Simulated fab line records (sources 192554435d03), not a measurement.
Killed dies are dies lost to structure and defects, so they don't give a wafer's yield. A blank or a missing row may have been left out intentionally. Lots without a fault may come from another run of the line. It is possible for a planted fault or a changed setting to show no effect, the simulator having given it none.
fab line records    flow n5_finfet
record: lots: 6  wafers: 18  last_day: 17
route steps=1938 shown BEOL_M8@1385 PASSIVATION@1936
lots untouched by any fault: they come from a run of this same line in which no faults occurred
start_h: the number of hours between the record's first day and the start of the first shown wafer of the lot    wait_h: hours elapsed since this lot's preceding step    " unchanged from the row above    L1.1+2: several wafers, shown together as one row    - either no value or no given start    * or withheld: withheld    < > ~ a bound
route shown NAME@n: NAME is a module with steps in the file, n the number in the route of the first one    usual: mean and standard deviation over wafers with no fault    same: alike in all rows    chamber/n: place in a boat    sites: each site's reading    _std_site: standard deviation across them    _edge_site: outer sites' mean less inner sites'    radius_mm: how far each site lies from the wafer's centre    mask NAME#n: copy n    behind: the last tool/chamber to shape the wafer    hold: why the lot was held/for how many hours/how that ended    device: whichever transistor did not switch (one of n, p or np)    end of line: the route-end tests of the same wafers    a step without rows: its recipe alone    killed: the dies lost at the first sort to structure and to defects; this is not the yield of the wafer    map: shows each die of a wafer: x if killed, . if not, _ if none is there
set.NAME: setting as actually run; set.NAME@STEP: the setting as run at that earlier step    model.NAME: the simulator's own value behind a step, which no gauge read
certain route steps with their lots: each step a table, each wafer a row
services: the hour from which a tool's chamber was out of use, counted from the record's first day as start_h (under 0 if before that day), plus the number of hours and why
== steps ==
step: N5_BEOL_M8_CD_MEAS_35
recipe: target_cd_nm: 40  polarity: opening
usual: cd_nm: 39.7/0.48
lot.wafer  tool       chamber  start_h  wait_h  cd_nm
L541.2     cd_sem-03  -        243.87   0.0     40.7
L541.3     "          -        "        "       40.7
L541.6     "          -        "        "       40.8
L539.1     cd_sem-01  -        243.91   0.0     39.3
L539.2     "          -        "        "       38.7
L539.3     "          -        "        "       39.0
L543.2     cd_sem-02  -        256.14   0.0     39.8
L543.4     "          -        "        "       40.2
L543.6     "          -        "        "       39.9
L546.4     cd_sem-01  -        268.26   0.0     39.4
L546.5     "          -        "        "       39.9
L546.6     "          -        "        "       40.6
L554.2     cd_sem-03  -        323.35   0.0     39.4
L554.5     "          -        "        "       39.9
L554.6     "          -        "        "       40.0
L557.4     cd_sem-03  -        343.28   0.0     39.2
L557.5     "          -        "        "       39.9
L557.6     "          -        "        "       40.4
step: N5_BEOL_M8_CURE_75
recipe: temp_c: 370  time_s: 120  ambient: DMADMS/He  material: SiCOH_lowk
usual: lamp_power_pct: 52.31/0.052  wafer_temp_C_max: 371.8/0.46
lot.wafer  tool        chamber  start_h  wait_h  lamp_power_pct  wafer_temp_C_max
L539.1     uv_cure-02  0        243.95   0.0     52.22           372.2
L539.2     "           0        "        "       52.39           372.5
L539.3     "           0        "        "       52.37           372.7
L541.2     uv_cure-01  1        243.96   0.1     52.30           371.6
L541.3     "           1        "        "       52.38           371.4
L541.6     "           1        "        "       52.28           371.5
L543.2     uv_cure-03  1        256.28   0.1     52.35           372.5
L543.4     "           1        "        "       52.30           371.9
L543.6     "           1        "        "       52.32           371.0
L546.4     uv_cure-02  0        268.45   0.2     52.30           372.3
L546.5     "           0        "        "       52.27           371.7
L546.6     "           0        "        "       52.34           372.2
L554.2     uv_cure-02  2        323.44   0.1     52.39           371.8
L554.5     "           2        "        "       52.34           371.8
L554.6     "           2        "        "       52.32           372.1
L557.4     uv_cure-02  2        343.46   0.2     52.25           371.9
L557.5     "           2        "        "       52.29           371.3
L557.6     "           2        "        "       52.29           372.3
step: N5_BEOL_M8_DEGAS_44
recipe: ambient: vacuum  temp_c: 250  time_s: 60
usual: heater_power_w: 337/41
lot.wafer  tool            chamber  start_h  wait_h  heater_power_w
L541.2     pvd_sputter-03  -        244.27   0.3     296
L541.3     "               -        "        "       381
L541.6     "               -        "        "       311
L539.1     pvd_sputter-03  -        244.35   0.3     372
L539.2     "               -        "        "       374
L539.3     "               -        "        "       299
L543.2     pvd_sputter-03  -        256.80   0.4     337
L543.4     "               -        "        "       377
L543.6     "               -        "        "       367
L546.4     pvd_sputter-03  -        268.68   0.2     367
L546.5     "               -        "        "       341
L546.6     "               -        "        "       380
L554.2     pvd_sputter-03  -        323.71   0.2     377
L554.5     "               -        "        "       370
L554.6     "               -        "        "       337
L557.4     pvd_sputter-02  -        344.23   0.7     292
L557.5     "               -        "        "       304
L557.6     "               -        "        "       354
step: N5_BEOL_M8_PRE_CLEAN_45
recipe: gas: H2/He  time_s: 30  temp_c: 250
usual: heater_power_w: 337/41
lot.wafer  tool            chamber  start_h  wait_h  heater_power_w
L541.2     pvd_sputter-03  -        244.31   0.0     301
L541.3     "               -        "        "       371
L541.6     "               -        "        "       299
L539.1     pvd_sputter-03  -        244.39   0.0     362
L539.2     "               -        "        "       369
L539.3     "               -        "        "       304
L543.2     pvd_sputter-03  -        256.84   0.0     337
L543.4     "               -        "        "       375
L543.6     "               -        "        "       367
L546.4     pvd_sputter-03  -        268.72   0.0     378
L546.5     "               -        "        "       335
L546.6     "               -        "        "       364
L554.2     pvd_sputter-03  -        323.75   0.0     367
L554.5     "               -        "        "       370
L554.6     "               -        "        "       339
L557.4     pvd_sputter-02  -        344.27   0.0     292
L557.5     "               -        "        "       308
L557.6     "               -        "        "       355
step: N5_BEOL_M8_ALD_77
recipe: material: TaN  target_thk_a: 20  temp_c: 275  ald_precursor_family: PDMAT  ald_co_reactant: NH3  pressure_torr: 3  carrier_flow_sccm: 1500  pulse_time_s: 2  purge_time_s: 3  co_reactant_purge_time_s: 2  co_reactant_pulse_time_s: 3  ald_cycles: 40  precursor_vessel_temp_c: 75  precursor_vessel_pressure_torr: 26.25  precursor_vessel_carrier_sccm: 1000
usual: heater_power_w: 441/52
lot.wafer  tool          chamber  start_h  wait_h  heater_power_w
L541.2     ald_metal-02  0        244.39   0.1     447
L541.3     "             1        "        "       533
L541.6     "             2        "        "       339
L539.1     ald_metal-04  0        244.45   0.0     459
L539.2     "             1        "        "       458
L539.3     "             2        "        "       376
L543.2     ald_metal-01  3        256.90   0.0     379
L543.4     "             2        "        "       457
L543.6     "             0        "        "       449
L546.4     ald_metal-01  3        268.78   0.0     365
L546.5     "             3        "        "       379
L546.6     "             0        "        "       449
L554.2     ald_metal-02  1        323.88   0.1     504
L554.5     "             2        "        "       345
L554.6     "             1        "        "       513
L557.4     ald_metal-01  0        344.46   0.2     452
L557.5     "             1        "        "       488
L557.6     "             2        "        "       465
step: N5_BEOL_M8_SURFACE_TREAT_79
recipe: gas: Ar  time_s: *  ion_energy_ev: *  ion_current_ma_cm2: 0.5  pressure_mtorr: *  ar_flow_sccm: 30
step: N5_BEOL_M8_CVD_78
recipe: material: Co  target_thk_a: 20  temp_c: withheld  precursor: CCTBA/H2  pressure_torr: 30  time_s: 142.3
step: N5_BEOL_M8_SPUTTER_48
recipe: material: Cu  target_thk_a: 100  temp_c: -20  bias_v: 60  power_w: 26000  chamber_pressure_pa: 0.13  time_s: 1.667
usual: substrate_temp_c: -20.01/0.11  throttle_valve_pct: 30.4/0.43
lot.wafer  tool            chamber  start_h  wait_h  substrate_temp_c  throttle_valve_pct
L539.1     pvd_sputter-03  -        245.07   0.1     -19.95            30.2
L539.2     "               -        "        "       -19.94            30.2
L539.3     "               -        "        "       -20.06            30.3
L541.2     pvd_sputter-02  -        245.39   0.3     -19.93            31.1
L541.3     "               -        "        "       -20.15            30.5
L541.6     "               -        "        "       -19.85            30.9
L543.2     pvd_sputter-03  -        257.48   0.1     -20.00            30.8
L543.4     "               -        "        "       -19.98            30.0
L543.6     "               -        "        "       -19.91            30.4
L546.4     pvd_sputter-03  -        270.89   1.4     -20.03            30.0
L546.5     "               -        "        "       -20.09            30.0
L546.6     "               -        "        "       -19.95            30.0
L554.2     pvd_sputter-03  -        324.41   0.1     -20.02            30.1
L554.5     "               -        "        "       -20.08            30.1
L554.6     "               -        "        "       -20.02            30.1
L557.4     pvd_sputter-02  -        344.99   0.1     -20.03            30.6
L557.5     "               -        "        "       -20.06            30.7
L557.6     "               -        "        "       -20.21            30.7
step: N5_BEOL_M8_ECD_50
recipe: material: Cu  target_thk_a: 3000
step: N5_BEOL_M8_ANNEAL_51
recipe: temp_c: 225  time_s: 90  ambient: N2
step: N5_BEOL_M8_CMP_52
recipe: stop_on: SiCOH_lowk  t_overpolish_s: 6.9  down_force_psi: 1  platen_rpm: 50  clearing_platen_down_force_psi: 1.5  clearing_platen_rpm: 50  post_cmp_clean: cu_alkaline  target_thk_nm: 80  clearing_platen_pad_velocity_m_s: 0.99484  pad_velocity_m_s: 0.99484
step: N5_BEOL_M8_THK_MEAS_53
recipe: thk_meas_gauge: xrf  reads: Cu_of_BEOL_M8_ECD_50
usual: M8_THK: 79.4/1.9
lot.wafer  tool           chamber  start_h  wait_h  M8_THK[nm]
L539.1     film_metro-02  -        245.89   0.2     79.2
L539.2     "              -        "        "       79.1
L539.3     "              -        "        "       82.1
L541.2     film_metro-01  -        246.32   -       81.1
L541.3     "              -        "        "       79.7
L541.6     "              -        "        "       80.2
L543.2     film_metro-01  -        258.55   -       79.8
L543.4     "              -        "        "       81.0
L543.6     "              -        "        "       82.8
L546.4     film_metro-02  -        271.70   -       79.9
L546.5     "              -        "        "       78.4
L546.6     "              -        "        "       80.4
L554.2     film_metro-01  -        325.36   -       82.4
L554.5     "              -        "        "       82.4
L554.6     "              -        "        "       81.1
L557.4     film_metro-01  -        345.97   -       79.1
L557.5     "              -        "        "       78.0
L557.6     "              -        "        "       80.6
step: N5_BEOL_M8_PRE_CLEAN_55
recipe: gas: NH3  time_s: 15  temp_c: withheld  rf_power_w: 300
usual: rf_fwd_power_W: 295.0/1.7
lot.wafer  tool      chamber  start_h  wait_h  rf_fwd_power_W
L539.1     pecvd-01  1        245.93   0.0     296.7
L539.2     "         0        "        "       295.7
L539.3     "         1        "        "       299.1
L541.2     pecvd-01  0        246.36   0.0     296.2
L541.3     "         0        "        "       296.6
L541.6     "         0        "        "       298.2
L543.2     pecvd-01  0        258.59   0.0     234.2
L543.4     "         1        "        "       233.3
L543.6     "         2        "        "       231.6
L546.4     pecvd-01  1        271.75   0.0     235.9
L546.5     "         2        "        "       230.7
L546.6     "         0        "        "       234.0
L554.2     pecvd-03  0        325.39   0.0     291.6
L554.5     "         1        "        "       295.5
L554.6     "         0        "        "       292.3
L557.4     pecvd-01  2        346.02   0.0     294.0
L557.5     "         0        "        "       296.3
L557.6     "         1        "        "       297.0
step: N5_BEOL_M8_DEP_56
recipe: material: SiCN  target_thk_a: 100  temp_c: withheld  precursor: 3MS/NH3  pressure_torr: 3  rf_w: 202  time_s: 17.5
step: N5_PASSIVATION_PROBE_49
usual: defect_limited_yield: 91.2/1.6  killed_at_M0_to_M3: 33/11  killed_at_M4_up: 15/6.2  killed_at_contacts: 15/7.1  killed_at_front_end: 38/12  killed_at_other: 4/3.5  killed_dies: 104/19  killed_open: 69/14  killed_short: 34/8.5  sort_bin_5_function: 5.2/0.99  sort_bin_6_memory: 3.3/0.77  sort_n_pass: 1076/19  sort_yield_pct: 91.2/1.6
same: gross_dies: 1180  killed_at_back_side: 0  sort_bin_4_leakage[%]: 0  sort_bin_8_speed[%]: 0
lot.wafer  tool       chamber  start_h  wait_h  defect_limited_yield[%]  killed_at_M0_to_M3  killed_at_M4_up  killed_at_contacts  killed_at_front_end  killed_at_other  killed_dies  killed_open  killed_short  sort_bin_5_function[%]  sort_bin_6_memory[%]  sort_n_pass  sort_yield_pct[%]
L541.2     prober-02  -        309.16   0.1     93.1                     27                  15               3                   36                   1                82           53           29            3.6                     3.1                   1098         93.1
L541.3     prober-02  -        309.21   0.1     93.0                     27                  9                8                   34                   5                83           61           22            4.3                     2.5                   1097         93.0
L541.6     prober-02  -        309.36   0.3     91.5                     39                  12               7                   40                   2                100          68           32            4.9                     3.2                   1080         91.5
L543.2     prober-02  -        321.03   0.1     91.5                     23                  16               19                  42                   0                100          59           40            5.2                     3.1                   1080         91.5
L543.4     prober-02  -        321.13   0.2     92.7                     23                  18               11                  30                   4                86           57           26            4.2                     2.8                   1094         92.7
L546.4     prober-02  -        335.21   0.2     92.2                     26                  16               10                  35                   5                92           68           23            4.5                     3.2                   1088         92.2
L554.2     prober-02  -        387.45   0.1     91.4                     27                  13               11                  46                   4                101          65           35            4.7                     3.4                   1079         91.4
L554.5     prober-02  -        387.60   0.2     89.9                     45                  10               12                  50                   2                119          68           50            5.9                     3.9                   1061         89.9
L554.6     prober-02  -        387.65   0.3     90.4                     32                  17               8                   56                   0                113          84           26            6.0                     3.4                   1067         90.4
killed by level:class
L541.2 BEOL_M1:geometric_particle:open=10 STI_FIN_REVEAL:geometric_particle:open=8 GATE_CUT:geometric_particle:open=7 FIN_SAQP:geometric_particle:short=6 GATE_CUT:geometric_particle:short=6 BEOL_M4:geometric_particle:open=6 BEOL_M0_SAQP:geometric_particle:short=4 BEOL_M0:geometric_particle:open=4
L541.3 FIN_SAQP:geometric_particle:open=9 BEOL_M3:geometric_particle:open=9 BEOL_M2:geometric_particle:open=8 GATE_CUT:geometric_particle:open=7 MOL_CONTACT_COAG:geometric_particle:open=6 BEOL_M4:geometric_particle:open=6 GATE_CUT:geometric_particle:short=3 PAD_METAL:geometric_particle:short=3
L541.6 BEOL_M0_SAQP:geometric_particle:open=14 FIN_SAQP:geometric_particle:open=10 BEOL_M3:geometric_particle:open=9 BEOL_M0_SAQP:geometric_particle:short=8 GATE_CUT:geometric_particle:short=5 MOL_CONTACT_COAG:geometric_particle:open=5 STI_FIN_REVEAL:geometric_particle:open=4 BEOL_M4:geometric_particle:open=4
L543.2 MOL_CONTACT_COAG:geometric_particle:open=15 FIN_SAQP:geometric_particle:short=9 FIN_SAQP:geometric_particle:open=8 GATE_CUT:geometric_particle:short=7 BEOL_M0_SAQP:geometric_particle:short=6 BEOL_M0_SAQP:geometric_particle:open=6 GATE_CUT:geometric_particle:open=5 BEOL_M5:geometric_particle:open=5
L543.4 STI_FIN_REVEAL:geometric_particle:open=10 MOL_CONTACT_COAG:geometric_particle:open=9 BEOL_M0_SAQP:geometric_particle:open=8 BEOL_M4:geometric_particle:open=8 BEOL_M0_SAQP:geometric_particle:short=6 BEOL_M5:geometric_particle:open=5 FIN_SAQP:geometric_particle:open=4 STI_FIN_REVEAL:geometric_particle:short=3
L546.4 STI_FIN_REVEAL:geometric_particle:open=10 MOL_CONTACT_COAG:geometric_particle:open=8 BEOL_M2:geometric_particle:open=8 ILD0:geometric_particle:open=7 BEOL_M0_SAQP:geometric_particle:short=7 BEOL_M4:geometric_particle:open=7 BEOL_M0_SAQP:geometric_particle:open=4 BEOL_M1:geometric_particle:open=4
L554.2 MOL_CONTACT_COAG:geometric_particle:open=9 FIN_SAQP:geometric_particle:short=8 STI_FIN_REVEAL:geometric_particle:open=8 BEOL_M1:geometric_particle:open=7 DUMMY_GATE:geometric_particle:open=6 BEOL_M0_SAQP:geometric_particle:open=6 FIN_SAQP:geometric_particle:open=5 BEOL_M0_SAQP:geometric_particle:short=5
L554.5 BEOL_M0_SAQP:geometric_particle:short=23 STI_FIN_REVEAL:geometric_particle:open=14 DUMMY_GATE:geometric_particle:open=11 MOL_CONTACT_COAG:geometric_particle:open=9 FIN_SAQP:geometric_particle:short=8 BEOL_M2:geometric_particle:open=8 BEOL_M0_SAQP:geometric_particle:open=7 BEOL_M1:geometric_particle:open=5
L554.6 STI_FIN_REVEAL:geometric_particle:open=25 BEOL_M0_SAQP:geometric_particle:open=9 MOL_CONTACT_COAG:geometric_particle:open=8 BEOL_M0_SAQP:geometric_particle:short=7 FIN_SAQP:geometric_particle:open=6 FIN_SAQP:geometric_particle:short=6 BEOL_M4:geometric_particle:open=6 BEOL_M1:geometric_particle:open=6
== services ==
tool            chamber  start_h  hours  kind
uv_cure-01      -        222.53   5.0    pm
uv_cure-01      -        227.53   7.5    pm
uv_cure-03      -        229.12   1.0    pm
pecvd-03        0        229.88   2.1    scheduled_down
ald_metal-04    1        235.12   6.6    repair
uv_cure-01      -        236.52   2.1    pm
pecvd-01        2        244.65   5.5    scheduled_down
uv_cure-02      -        253.49   1.0    pm
pecvd-01        -        256.49   0.9    repair
pecvd-03        2        257.80   5.5    scheduled_down
ald_metal-02    -        259.49   14.6   pm
pecvd-01        0        266.89   2.1    scheduled_down
ald_metal-04    3        273.42   4.0    repair
uv_cure-03      -        279.69   2.1    pm
ald_metal-02    3        294.29   7.3    repair
uv_cure-03      -        305.67   0.6    repair
pvd_sputter-03  -        316.18   2.9    repair
ald_metal-04    2        322.90   7.5    repair
pecvd-03        2        323.59   2.1    scheduled_down
ald_metal-02    -        327.46   0.6    repair
== key ==
first_sign: step: N5_BEOL_M8_PRE_CLEAN_55  reading: rf_fwd_power_W  direction: down  sigmas: 37  usual: *  struck: *
effect none on later readings
met_at N5_BEOL_M8_PRE_CLEAN_55
struck_wafers L543.2,L543.4,L543.6,L546.4,L546.5,L546.6
onset_between 246.36 258.59
fault: kind: process_parameter_drift  tool: pecvd-01  chamber: -  onset_h: 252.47  steps: N5_BEOL_M8_PRE_CLEAN_55  channel: rf_power_w  offset: *  shape: step  end_h: 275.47  acts_in: *  stated: *
